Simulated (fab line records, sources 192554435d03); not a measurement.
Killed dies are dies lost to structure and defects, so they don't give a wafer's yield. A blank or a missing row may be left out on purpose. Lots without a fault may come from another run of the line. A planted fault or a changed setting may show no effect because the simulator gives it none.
Chamber matching | flow n5_finfet | N5_BEOL_M8_CMP_52 on cmp-01: 4 sister chambers
The step polishes, stops on SiCOH lowk, t overpolish 6.9 s, target thk 80 nm. 8 wafers are shown with their chamber, then 8 later ones without.

WAFERS WITH THEIR CHAMBER
wafer  | chamber | motor_current_A (A) | barrier_field_endpoint_s (s)
L084.1 | 2       | 5.2                 | 27.9
L084.2 | 3       | 5.7                 | 28.6
L087.3 | 2       | 5.1                 | 28.3
L087.6 | 1       | 6.0                 | 29.8
L089.3 | 1       | 6.7                 | 29.2
L089.5 | 0       | 6.1                 | 29.5
L089.6 | 3       | 5.8                 | 29.3
L088.1 | 0       | 5.8                 | 28.7

WAFERS WITHOUT THEIR CHAMBER
wafer  | motor_current_A (A) | barrier_field_endpoint_s (s)
L088.3 | 6.6                 | 28.4
L088.4 | 5.9                 | 29.0
L091.2 | 5.3                 | 28.2
L091.5 | 5.6                 | 28.3
L091.6 | 6.0                 | 29.6
L093.3 | 6.0                 | 28.3
L093.4 | 5.7                 | 28.6
L093.6 | 5.7                 | 29.1

WHICH CHAMBER EACH WENT THROUGH
wafer  | from the rows above               | in truth
L088.3 | can't be placed: 1 or 0 or 3      | 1
L088.4 | can't be placed: 0 or 3 or 1      | 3
L091.2 | can't be placed: 2 or 3           | 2
L091.5 | can't be placed: 3 or 2 or 0      | 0
L091.6 | can't be placed: 0 or 1 or 3      | 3
L093.3 | can't be placed: 3 or 0 or 1 or 2 | 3
L093.4 | can't be placed: 3 or 0 or 2      | 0
L093.6 | can't be placed: 3 or 0           | 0
Placed correctly: 0 of 8. Can't be placed from these rows: 8 (the true chamber is among the candidates in 8). Placed wrongly: 0.
How it was worked out, from the rows above alone: a wafer's distance from a chamber is the root of the sum, over the readings, of the square of ((its reading less the chamber's mean) divided by the reading's scatter). The wafer belongs to the nearest chamber; if the next one is less than 2 further off, it can't be placed. A chamber's mean is the mean of its shown wafers. The scatter: the root of (the sum of the squares of (reading less its chamber's mean) over the shown wafers, divided by (wafers less chambers)).
